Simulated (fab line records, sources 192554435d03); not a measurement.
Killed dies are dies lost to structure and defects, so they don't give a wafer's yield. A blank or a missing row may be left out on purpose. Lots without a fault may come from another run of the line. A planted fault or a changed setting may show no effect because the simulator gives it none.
fab line records | flow n5_finfet
record lots=7 wafers=21
route steps=1938 shown SD_EPI_N@264 SDB@348 HKMG_FIN@421
start_h: hours from the record's first day to the start of the lot's first wafer shown | wait_h: hours since the lot's step before | " the same as in the row above | L1.1+2: a row that stands for several wafers | - no value, or no start given | * or withheld: withheld | < > ~ a bound
route shown NAME@n: a module of which the file shows steps, and the number in the route of the first | usual: mean/standard deviation of fault-free wafers | same: alike in all rows | chamber/n: place in a boat | sites: the reading at each site | _std_site: their standard deviation | _edge_site: outer sites' mean less inner sites' | radius_mm: how far each site lies from the wafer's centre | mask NAME#n: copy n | behind: the tool/chamber that last shaped the wafer | hold: why the lot was held/for how many hours/how that ended | device: the transistor (n, p or np) that didn't switch | end of line: the same wafers' tests at the end of the route | a step without rows: its recipe alone | killed: dies lost to structure and defects at the first sort, not the wafer's yield | map: a wafer's dies, x killed, . not, _ none there
set.NAME: the setting as run; set.NAME@STEP: as run at that earlier step | model.NAME: the simulator's own value behind a step, which no gauge read
lots whose settings were changed on purpose; a table a step, a row a wafer
## steps
# step N5_SD_EPI_N_COAT_03
# recipe resist=CAR-ArF-block spin_rpm=1500 resist_thk_nm=150
# columns lot.wafer tool chamber start_h wait_h set.spin_rpm model.CAR-ArF-block_of_SD_EPI_N_COAT_03.thk_nm
L081.2+5 litho_track-01 0 - - 1500 150.2
L081.4 " 0 " " 1418 154.2
L082.2 litho_track-01 0 - - 1500 150.4
L082.3 " 0 " " 1500 150.2
L082.5 " 0 " " 1500 150
L083.2 litho_track-05 0 - - 1500 150.8
L083.3 " 0 " " 1571 146.6
L083.6 " 0 " " 1571 147
L086.1+5 litho_track-05 0 - - 1500 150.6
L086.3 " 0 " " 1388 156.4
L087.1 litho_track-05 0 - - 1500 150
L087.4 " 0 " " 1546 147.6
L087.5 " 0 " " 1546 147.8
L092.1 litho_track-01 0 - - 1500 149.2
L092.2 " 0 " " 1500 149
L092.5 " 0 " " 1500 149.4
L096.1+3 litho_track-05 0 - - 1500 150
L096.2 " 0 " " 1500 150.2
# step N5_SD_EPI_N_EBR_05
# recipe solvent=PGMEA ebr_width_mm=1.5
# step N5_SD_EPI_N_SOFTBAKE_04
# recipe temp_c=110 time_s=60 resist=CAR-ArF-block
# step N5_SD_EPI_N_EXPOSE_06
# recipe mask_id=SD_N_BLK na=1.35 source_shape=conventional sigma_outer=0.8 polarization=unpolarized target_cd_nm=120 dose_mj=39.75
# step N5_SD_EPI_N_PEB_07
# recipe peb_temp_c=110 peb_time_s=60 resist=CAR-ArF-block
# step N5_SD_EPI_N_DEVELOP_08
# recipe develop_time_s=30 developer=TMAH resist=CAR-ArF-block dev_temp_c=23 rinse_liquid=diw dry=air_spin
# columns lot.wafer tool chamber start_h wait_h set.spin_rpm@SD_EPI_N_COAT_03 model.CAR-ArF-block_of_SD_EPI_N_COAT_03.thk_nm
L081.2 litho_track-01 0 - - 1500 148.6
L081.4 " 0 " " 1418 152.6
L081.5 " 0 " " 1500 148.4
L082.2 litho_track-03 0 - - 1500 148.8
L082.3 " 0 " " 1500 148.6
L082.5 " 0 " " 1500 148.4
L083.2 litho_track-03 0 - - 1500 149.2
L083.3 " 0 " " 1571 144.8
L083.6 " 0 " " 1571 145.4
L086.1+5 litho_track-03 0 - - 1500 149
L086.3 " 0 " " 1388 154.6
L087.1 litho_track-03 0 - - 1500 148.2
L087.4 " 0 " " 1546 145.8
L087.5 " 0 " " 1546 146
L092.1 litho_track-03 0 - - 1500 147.6
L092.2 " 0 " " 1500 147.4
L092.5 " 0 " " 1500 147.8
L096.1+2+3 litho_track-05 0 - - 1500 148.4
# step N5_SD_EPI_N_DESCUM_14
# recipe chemistry=O2 time_s=7.9 source_power_w=50 bias_power_w=20 pressure_mtorr=20 rf_frequency_hz=2.712e+07 temp_c=40 resist=CAR-ArF-block o2_flow_sccm=225
# step N5_SD_EPI_N_ETCH_34
# recipe chemistry=CF4 target=SiARC target_depth_a=455 mask_material=CAR-ArF-block time_s=75.8 ion_energy_ev=80 pressure_mtorr=40 source_w=545 bias_w=36 Ar_flow_sccm=100 cf4_flow_sccm=100 ends=cleared
# columns lot.wafer tool chamber start_h wait_h set.spin_rpm@SD_EPI_N_COAT_03 model.CAR-ArF-block_of_SD_EPI_N_COAT_03.thk_nm
L081.2+5 rie_diel-01 0 90.98 0.0 1500 111.2
L081.4 " 1 " " 1418 115
L082.2 rie_diel-04 0 98.86 0.0 1500 111.6
L082.3+5 " 3,0 " " 1500 111.2
L083.2 rie_diel-01 1 104.94 0.0 1500 112
L083.3 " 2 " " 1571 107.6
L083.6 " 3 " " 1571 108
L086.1+5 rie_diel-03 3,0 121.79 0.0 1500 111.6
L086.3 " 0 " " 1388 117.2
L087.1 rie_diel-03 0 131.81 0.0 1500 110.8
L087.4 " 0 " " 1546 108.4
L087.5 " 3 " " 1546 108.8
L092.1 rie_diel-01 0 156.01 0.0 1500 110.2
L092.2 " 1 " " 1500 110
L092.5 " 2 " " 1500 110.4
L096.1+2 rie_diel-04 2,1 184.05 0.0 1500 111.2
L096.3 " 0 " " 1500 111
# step N5_SD_EPI_N_ETCH_35
# recipe chemistry=N2/H2 target=SOC overetch_a=1080 mask_material=SiARC temp_c=40 ion_energy_ev=100 source_w=3000 bias_w=133 pressure_mtorr=20 time_s=486 n2_flow_sccm=200 h2_flow_sccm=200
# columns lot.wafer tool chamber start_h wait_h set.time_s model.SD_EPI_N.cd_nm model.SiARC_of_SD_EPI_N_COAT_33.thk_nm
L081.2 rie_diel-01 0 91.04 0.0 385.4 117.2 23
L081.4 " 1 " " 385.4 116 22.8
L081.5 " 0 " " 486 119.8 19.6
L082.2 rie_diel-04 0 98.92 0.0 486 120.2 19.8
L082.3 " 3 " " 486 119.8 20
L082.5 " 0 " " 486 120.4 19.6
L083.2 rie_diel-01 1 104.99 0.0 431.6 119 21
L083.3 " 2 " " 431.6 118.8 21.2
L083.6 " 3 " " 431.6 118.8 21
L086.1 rie_diel-03 3 121.84 0.0 566.3 124.2 17
L086.3 " 0 " " 566.3 122.6 17
L086.5 " 0 " " 486 121.2 19.4
L087.1 rie_diel-03 0 131.87 0.0 486 119.6 20
L087.4 " 0 " " 486 120.8 20
L087.5 " 3 " " 387.5 118 23
L092.1 rie_diel-01 0 156.07 0.0 486 120.8 19.6
L092.2 " 1 " " 486 120.4 19.4
L092.5 " 2 " " 417.1 117.8 21.8
L096.1 rie_diel-04 2 184.11 0.0 486 120 19.6
L096.2 " 1 " " 486 120.4 19.8
L096.3 " 0 " " 398.9 116.4 22.6
# step N5_SD_EPI_N_STRIP_36
# recipe chemistry=N2/H2 temp_c=40 n2_flow_sccm=200 h2_flow_sccm=200 rf_frequency_hz=6e+07
# step N5_SD_EPI_N_ETCHBACK_44
# recipe chemistry=CH3F/O2 mode=anisotropic_etchback target=SiNx target_depth_a=145 stop_on=SiO2 over_etch_frac=0.3 ion_energy_ev=120 pressure_mtorr=30 source_w=395 bias_w=73 Ar_flow_sccm=150 CH3F_flow_sccm=30 O2_flow_sccm=20
# step N5_SD_EPI_N_ETCH_45
# recipe chemistry=CH3F/O2 target=SiOCN target_depth_a=60 mask_material=SOC ion_energy_ev=60 bias_w=29 pressure_mtorr=15 source_w=410 Ar_flow_sccm=150 CH3F_flow_sccm=30 O2_flow_sccm=20
# columns lot.wafer tool chamber start_h wait_h set.time_s@SD_EPI_N_ETCH_35 model.SD_EPI_N.cd_nm
L081.2 rie_diel-01 0 91.46 0.1 385.4 117.2
L081.4 " 1 " " 385.4 116
L081.5 " 0 " " 486 120
L082.2 rie_diel-04 0 99.34 0.1 486 120.2
L082.3 " 3 " " 486 120
L082.5 " 0 " " 486 120.4
L083.2 rie_diel-01 1 105.42 0.1 431.6 119.2
L083.3 " 2 " " 431.6 119
L083.6 " 3 " " 431.6 118.8
L086.1 rie_diel-03 3 122.27 0.1 566.3 124
L086.3 " 0 " " 566.3 122.6
L086.5 " 0 " " 486 121.2
L087.1 rie_diel-03 0 132.29 0.1 486 119.6
L087.4 " 0 " " 486 120.8
L087.5 " 3 " " 387.5 118
L092.1 rie_diel-01 0 156.49 0.1 486 120.8
L092.2 " 1 " " 486 120.4
L092.5 " 2 " " 417.1 118
L096.1 rie_diel-04 2 184.53 0.1 486 120
L096.2 " 1 " " 486 120.4
L096.3 " 0 " " 398.9 116.6
# step N5_SDB_COAT_03
# recipe resist=SOC temp_c=250 time_s=60 spin_rpm=1500 resist_thk_nm=100
# columns lot.wafer tool chamber start_h wait_h set.spin_rpm model.SOC_of_SDB_COAT_03.thk_nm
L081.2 litho_track-03 0 106.86 0.1 1347 105.8
L081.4 " 0 " " 1500 100
L081.5 " 0 " " 1500 100.4
L082.2+3 litho_track-03 0 114.56 0.1 1500 99.8
L082.5 " 0 " " 1500 100
L083.2 litho_track-03 0 121.11 0.1 1351 105.2
L083.3 " 0 " " 1500 100
L083.6 " 0 " " 1351 105.4
L086.1 litho_track-05 0 139.03 0.1 1500 100.4
L086.3+5 " 0 " " 1446 102.4
L087.1+5 litho_track-03 0 147.66 0.1 1500 100.2
L087.4 " 0 " " 1500 100
L092.1 litho_track-05 0 173.30 0.1 1557 98
L092.2 " 0 " " 1557 98.2
L092.5 " 0 " " 1500 100
L096.1+2+3 litho_track-03 0 199.36 0.1 1500 100.2
# step N5_SDB_COAT_04
# recipe resist=SiARC temp_c=220 time_s=60 spin_rpm=1500 resist_thk_nm=18
# step N5_SDB_COAT_05
# recipe resist=CAR-ArF spin_rpm=1500 resist_thk_nm=90
# step N5_SDB_DESCUM_16
# recipe chemistry=O2 time_s=7.9 source_power_w=50 bias_power_w=20 pressure_mtorr=20 rf_frequency_hz=2.712e+07 temp_c=40 resist=CAR-ArF o2_flow_sccm=225
# step N5_SDB_ETCH_17
# recipe chemistry=CF4 target=SiARC target_depth_a=234 mask_material=CAR-ArF time_s=39 ion_energy_ev=80 pressure_mtorr=40 source_w=545 bias_w=36 Ar_flow_sccm=100 cf4_flow_sccm=100 ends=cleared
# step N5_SDB_ETCH_18
# recipe chemistry=N2/H2 target=SOC target_depth_a=1000 overetch_a=200 mask_material=SiARC temp_c=40 time_s=150 ion_energy_ev=200 pressure_mtorr=30 source_w=840 bias_w=150 n2_flow_sccm=200 h2_flow_sccm=200
# columns lot.wafer tool chamber start_h wait_h set.spin_rpm@SDB_COAT_03 model.etch.depth_nm
L081.2 rie_diel-01 1 107.43 0.0 1347 105.7
L081.4 " 0 " " 1500 99.95
L081.5 " 0 " " 1500 100.3
L082.2 rie_diel-03 0 115.09 0.0 1500 99.89
L082.3 " 2 " " 1500 99.8
L082.5 " 1 " " 1500 100
L083.2+6 rie_diel-01 2,1 121.73 0.0 1351 105.3
L083.3 " 1 " " 1500 100
L086.1 rie_diel-03 3 139.68 0.0 1500 100.4
L086.3+5 " 1,3 " " 1446 102.4
L087.1 rie_diel-04 2 148.19 0.0 1500 100.1
L087.4 " 3 " " 1500 100
L087.5 " 0 " " 1500 100.2
L092.1 rie_diel-01 3 173.83 0.0 1557 97.99
L092.2 " 1 " " 1557 98.21
L092.5 " 3 " " 1500 99.97
L096.1 rie_diel-01 2 199.76 0.0 1500 100.2
L096.2 " 1 " " 1500 100.3
L096.3 " 0 " " 1500 100.1
# step N5_SDB_STRIP_19
# recipe chemistry=N2/H2 temp_c=40 n2_flow_sccm=200 h2_flow_sccm=200 rf_frequency_hz=6e+07
# step N5_SDB_STRIP_21
# recipe chemistry=CF4 resist=SiARC power_w=300 bias_power_w=75 pressure_mtorr=50 cf4_flow_sccm=150 rf_frequency_hz=6e+07
# step N5_SDB_HM_OPEN_20
# recipe chemistry=CH3F/O2 target=SiNx mask_material=SOC target_depth_a=240 stop_on=poly-Si over_etch_frac=0.4 ion_energy_ev=120 pressure_mtorr=30 source_w=395 bias_w=73 Ar_flow_sccm=150 CH3F_flow_sccm=30 O2_flow_sccm=20
# columns lot.wafer tool chamber start_h wait_h set.spin_rpm@SDB_COAT_03 model.SOC_of_SDB_COAT_03.thk_nm
L081.2 rie_diel-01 1 107.59 0.0 1347 89.4
L081.4 " 0 " " 1500 83.8
L081.5 " 0 " " 1500 84.2
L082.2+3+5 rie_diel-03 0,2,1 115.25 0.0 1500 83.8
L083.2 rie_diel-01 2 121.88 0.0 1351 89
L083.3 " 1 " " 1500 83.8
L083.6 " 1 " " 1351 89.2
L086.1 rie_diel-03 3 139.84 0.0 1500 84.4
L086.3 " 1 " " 1446 86
L086.5 " 3 " " 1446 86.4
L087.1+5 rie_diel-04 2,0 148.34 0.0 1500 84.2
L087.4 " 3 " " 1500 84.4
L092.1 rie_diel-01 3 173.99 0.0 1557 81.4
L092.2 " 1 " " 1557 81.8
L092.5 " 3 " " 1500 83.6
L096.1+2+3 rie_diel-01 2,1,0 199.92 0.0 1500 84
# step N5_SDB_STRIP_22
# recipe chemistry=N2/H2 power_w=1000 temp_c=250 h2_frac=0.65 overash_fraction=0.3 pressure_mtorr=withheld n2_flow_sccm=1750 h2_flow_sccm=3250
# usual strip_time_to_endpoint_s=96.3/0.3
# columns lot.wafer tool chamber start_h wait_h set.spin_rpm@SDB_COAT_03 strip_time_to_endpoint_s
L081.2 plasma_asher-01 0 107.67 0.1 1347 101.3
L081.4 " 1 " " 1500 96.0
L081.5 " 1 " " 1500 96.4
L082.2 plasma_asher-01 1 115.33 0.1 1500 96.0
L082.3 " 0 " " 1500 96.0
L082.5 " 0 " " 1500 96.1
L083.2 plasma_asher-01 0 121.97 0.1 1351 100.9
L083.3 " 0 " " 1500 96.1
L083.6 " 1 " " 1351 101.1
L086.1 plasma_asher-02 1 139.92 0.1 1500 96.6
L086.3 " 0 " " 1446 98.1
L086.5 " 0 " " 1446 98.5
L087.1 plasma_asher-02 1 148.42 0.1 1500 96.4
L087.4 " 0 " " 1500 96.7
L087.5 " 1 " " 1500 96.5
L092.1 plasma_asher-01 0 174.07 0.1 1557 93.8
L092.2 " 1 " " 1557 94.1
L092.5 " 1 " " 1500 95.8
L096.1 plasma_asher-02 0 200.00 0.1 1500 96.2
L096.2 " 1 " " 1500 96.3
L096.3 " 1 " " 1500 96.3
# step N5_HKMG_FIN_PWFM_ALD_03
# recipe material=TiN target_thk_a=20 temp_c=400 ald_precursor_family=TiCl4 ald_co_reactant=NH3 pulse_time_s=1 purge_time_s=3 co_reactant_purge_time_s=2 co_reactant_pulse_time_s=2 ald_cycles=91 pressure_torr=3
# columns lot.wafer tool chamber start_h wait_h set.ald_cycles model.TiN_of_HKMG_FIN_PWFM_ALD_03.thk_nm
L081.2+4+5 ald_metal-01 1,2,1 115.66 0.0 91 2
L082.2+3+5 ald_metal-01 2,3,0 123.11 0.0 91 2
L083.2 ald_metal-02 1 130.47 0.0 82 1.8
L083.3+6 " 0 " " 91 2
L086.1 ald_metal-03 1 147.76 0.0 76 1.6
L086.3+5 " 0 " " 91 2
L087.1 ald_metal-02 3 155.91 0.0 91 2
L087.4+5 " 1,3 " " 95 2
L092.1+2+5 ald_metal-01 2,1,3 182.10 0.0 91 2
L096.1+2 ald_metal-03 2,0 208.51 0.0 91 2
L096.3 " 3 " " 105 2.4
# step N5_HKMG_FIN_COAT_06
# recipe resist=CAR-ArF spin_rpm=1500 resist_thk_nm=90
# columns lot.wafer tool chamber start_h wait_h set.spin_rpm model.CAR-ArF_of_HKMG_FIN_COAT_06.thk_nm
L081.2 litho_track-01 0 - - 1500 90.4
L081.4 " 0 " " 1646 86
L081.5 " 0 " " 1646 86.2
L082.2+3 litho_track-02 0 - - 1500 90
L082.5 " 0 " " 1500 89.8
L083.2 litho_track-03 0 - - 1500 90.6
L083.3 " 0 " " 1500 90
L083.6 " 0 " " 1500 90.4
L086.1 litho_track-02 0 - - 1557 88.4
L086.3 " 0 " " 1500 89.8
L086.5 " 0 " " 1557 88
L087.1 litho_track-01 0 - - 1424 92.2
L087.4 " 0 " " 1500 90
L087.5 " 0 " " 1424 92.4
L092.1 litho_track-01 0 - - 1500 89.6
L092.2 " 0 " " 1366 94.2
L092.5 " 0 " " 1500 89.8
L096.1 litho_track-02 0 - - 1553 88.8
L096.2 " 0 " " 1500 90.4
L096.3 " 0 " " 1553 88.6
# step N5_HKMG_FIN_EBR_08
# recipe solvent=PGMEA ebr_width_mm=1.5
# step N5_HKMG_FIN_SOFTBAKE_07
# recipe temp_c=110 time_s=60 resist=CAR-ArF
# step N5_HKMG_FIN_EXPOSE_09
# recipe mask_id=NWFM na=1.35 source_shape=conventional sigma_outer=0.8 polarization=unpolarized dose_mj=39.25
# step N5_HKMG_FIN_PEB_10
# recipe peb_temp_c=withheld peb_time_s=60 resist=CAR-ArF
# step N5_HKMG_FIN_DEVELOP_11
# recipe develop_time_s=30 developer=TMAH resist=CAR-ArF dev_temp_c=23 rinse_liquid=diw dry=air_spin
# columns lot.wafer tool chamber start_h wait_h set.spin_rpm@HKMG_FIN_COAT_06 model.CAR-ArF_of_HKMG_FIN_COAT_06.thk_nm
L081.2 litho_track-02 0 - - 1500 88.8
L081.4 " 0 " " 1646 84.2
L081.5 " 0 " " 1646 84.6
L082.2+3+5 litho_track-03 0 - - 1500 88.2
L083.2 litho_track-01 0 - - 1500 89
L083.3 " 0 " " 1500 88.4
L083.6 " 0 " " 1500 88.8
L086.1 litho_track-02 0 - - 1557 86.6
L086.3 " 0 " " 1500 88.2
L086.5 " 0 " " 1557 86.4
L087.1 litho_track-03 0 - - 1424 90.4
L087.4 " 0 " " 1500 88.2
L087.5 " 0 " " 1424 90.6
L092.1 litho_track-02 0 - - 1500 88
L092.2 " 0 " " 1366 92.4
L092.5 " 0 " " 1500 88.2
L096.1+3 litho_track-02 0 - - 1553 87
L096.2 " 0 " " 1500 88.6
# step N5_HKMG_FIN_ETCH_67
# recipe chemistry=N2/H2 target=SOC target_depth_a=3889 stop_on=TiN ion_energy_ev=100 bias_w=61 pressure_mtorr=30 source_w=850 n2_flow_sccm=200 h2_flow_sccm=200
# columns lot.wafer tool chamber start_h wait_h set.target_depth_a model.TiN_of_HKMG_FIN_ALD_71.thk_nm
L081.2+4 rie_diel-03 1,2 118.97 - 4300 0
L081.5 " 1 " " 3889 1
L082.2 rie_diel-01 3 126.45 - 3889 0.8
L082.3+5 " 0,2 " " 3889 1
L083.2+6 rie_diel-03 3,1 133.78 - 4166 0
L083.3 " 1 " " 3889 1
L086.1+5 rie_diel-03 3,1 151.18 - 3889 1
L086.3 " 0 " " 3437 1
L087.1 rie_diel-04 0 159.17 - 3721 1
L087.4+5 " 1,3 " " 3889 1
L092.1+2+5 rie_diel-03 2,1,2 185.64 - 3889 1
L096.1+3 rie_diel-03 2,3 211.85 - 3889 1
L096.2 " 0 " " 3609 1
## key
split step=N5_SD_EPI_N_COAT_03 setting=spin_rpm stated=1500 by=wafer
response step=N5_SD_EPI_N_COAT_03 reading=model.CAR-ArF-block_of_SD_EPI_N_COAT_03.thk_nm change=-0.776 per=1% r=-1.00
response step=N5_SD_EPI_N_DEVELOP_08 reading=model.CAR-ArF-block_of_SD_EPI_N_COAT_03.thk_nm change=-0.772 per=1% r=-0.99
response step=N5_SD_EPI_N_ETCH_34 reading=model.CAR-ArF-block_of_SD_EPI_N_COAT_03.thk_nm change=-0.76 per=1% r=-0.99
split step=N5_SD_EPI_N_ETCH_35 setting=time_s stated=486 by=wafer
response step=N5_SD_EPI_N_ETCH_35 reading=model.SD_EPI_N.cd_nm change=+0.156 per=1% r=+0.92
response step=N5_SD_EPI_N_ETCH_35 reading=model.SiARC_of_SD_EPI_N_COAT_33.thk_nm change=-0.155 per=1% r=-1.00
response step=N5_SD_EPI_N_ETCH_45 reading=model.SD_EPI_N.cd_nm change=+0.154 per=1% r=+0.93
split step=N5_SDB_COAT_03 setting=spin_rpm stated=1500 by=wafer
response step=N5_SDB_COAT_03 reading=model.SOC_of_SDB_COAT_03.thk_nm change=-0.54 per=1% r=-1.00
response step=N5_SDB_ETCH_18 reading=model.etch.depth_nm change=-0.536 per=1% r=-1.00
response step=N5_SDB_HM_OPEN_20 reading=model.SOC_of_SDB_COAT_03.thk_nm change=-0.529 per=1% r=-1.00
response step=N5_SDB_STRIP_22 reading=strip_time_to_endpoint_s change=* per=1% r=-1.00
split step=N5_HKMG_FIN_PWFM_ALD_03 setting=ald_cycles stated=91 by=wafer
response step=N5_HKMG_FIN_PWFM_ALD_03 reading=model.TiN_of_HKMG_FIN_PWFM_ALD_03.thk_nm change=+0.0235 per=1% r=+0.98
split step=N5_HKMG_FIN_COAT_06 setting=spin_rpm stated=1500 by=wafer
response step=N5_HKMG_FIN_COAT_06 reading=model.CAR-ArF_of_HKMG_FIN_COAT_06.thk_nm change=-0.466 per=1% r=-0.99
response step=N5_HKMG_FIN_DEVELOP_11 reading=model.CAR-ArF_of_HKMG_FIN_COAT_06.thk_nm change=-0.462 per=1% r=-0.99
split step=N5_HKMG_FIN_ETCH_67 setting=target_depth_a stated=3889 by=wafer
response step=N5_HKMG_FIN_ETCH_67 reading=model.TiN_of_HKMG_FIN_ALD_71.thk_nm shape=bent at_lowest=1 at_stated=0.9857 at_highest=0
